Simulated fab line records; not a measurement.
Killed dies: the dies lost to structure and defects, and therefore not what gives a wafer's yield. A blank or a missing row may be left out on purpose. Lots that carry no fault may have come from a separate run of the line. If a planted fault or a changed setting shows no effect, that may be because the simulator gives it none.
Matching of chambers ; flow nand_harc ; 4 sister chambers for NHARC_P_M1_ETCH_35 on rie_diel-09
The step etches the open film in N2/H2, target depth 40 nm, overetch 12 nm, time 43.94 s. 4 wafers are shown with their chamber, then 12 later ones without.

== WAFERS, EACH WITH ITS CHAMBER ==
wafer;chamber;showerhead_plenum_p_Torr (Torr)
L081.3;3;2.13
L082.1;0;2.20
L082.2;2;2.13
L082.4;1;1.90

== WAFERS WHOSE CHAMBER IS MISSING ==
wafer;showerhead_plenum_p_Torr (Torr)
L083.2;2.19
L083.3;2.13
L083.5;2.20
L088.2;2.19
L088.3;1.90
L088.6;2.13
L092.1;2.19
L092.4;2.13
L092.5;2.13
L096.1;1.89
L096.3;2.13
L096.5;2.13

== EACH ONE'S CHAMBER ==
wafer;from the rows above;in truth
L083.2;0;0
L083.3;can't be placed: 2 or 3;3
L083.5;0;0
L088.2;0;0
L088.3;1;1
L088.6;can't be placed: 2 or 3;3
L092.1;0;0
L092.4;can't be placed: 2 or 3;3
L092.5;can't be placed: 2 or 3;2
L096.1;1;1
L096.3;can't be placed: 2 or 3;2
L096.5;can't be placed: 2 or 3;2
Correctly placed: 6 of 12. From these rows, 6 cannot be placed; in 6 the true chamber is one of the candidates. Number placed wrongly: 0.
How it was worked out, from the rows above alone: a wafer's distance from a chamber is the root of the sum, over the readings, of the square of ((its reading less the chamber's mean) divided by the reading's scatter). The wafer belongs to the nearest chamber; if the next one is less than 2 further off, it can't be placed. Each chamber's mean is taken over the wafers shown for it. The scatter: with one shown wafer a chamber, the root of the mean of the squares of how far each hidden wafer lies from its nearest shown one.
